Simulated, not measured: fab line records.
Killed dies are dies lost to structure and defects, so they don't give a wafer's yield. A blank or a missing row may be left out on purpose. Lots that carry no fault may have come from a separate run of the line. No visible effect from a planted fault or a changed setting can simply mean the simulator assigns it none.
Chamber matching | flow n5-finfet | 4 sister chambers for N5_SPACER0_ALD_00 on ald-sin-01
The step deposits SiOCN, target thk 3.5 nm, pulse time 3 s, purge time 2 s. 4 wafers are shown with their chamber, then 11 later ones without.

WAFERS, EACH WITH ITS CHAMBER
wafer  | chamber | heater-power-w (W)
L088.3 | 1       | 699
L088.4 | 3       | 867
L088.6 | 2       | 1013
L091.1 | 0       | 799

WAFERS WHOSE CHAMBER IS MISSING
wafer  | heater-power-w (W)
L091.4 | 880
L091.5 | 870
L092.1 | 888
L092.2 | 774
L092.5 | 788
L094.2 | 986
L094.3 | 792
L094.6 | 692
L095.1 | 798
L095.2 | 848
L095.3 | 688

CHAMBER TAKEN BY EACH
wafer  | from the rows above     | in truth
L091.4 | 3                       | 3
L091.5 | 3                       | 3
L092.1 | 3                       | 3
L092.2 | 0                       | 0
L092.5 | 0                       | 0
L094.2 | 2                       | 2
L094.3 | 0                       | 0
L094.6 | 1                       | 1
L095.1 | 0                       | 0
L095.2 | can't be placed: 3 or 0 | 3
L095.3 | 1                       | 1
10 of 11 placed correctly. From these rows, 1 cannot be placed; in 1 the true chamber is one of the candidates. 0 placed wrongly.
How it was worked out, from the rows above alone: a wafer's distance from a chamber is the root of the sum, over the readings, of the square of ((its reading less the chamber's mean) divided by the reading's scatter). If the next closest chamber is less than 2 further off than the closest, the wafer can't be placed; otherwise it belongs to the closest. For every chamber, the mean is computed from those of its wafers that are shown. The scatter: root of mean squared gap, hidden wafer to nearest shown wafer, with one shown wafer a chamber.
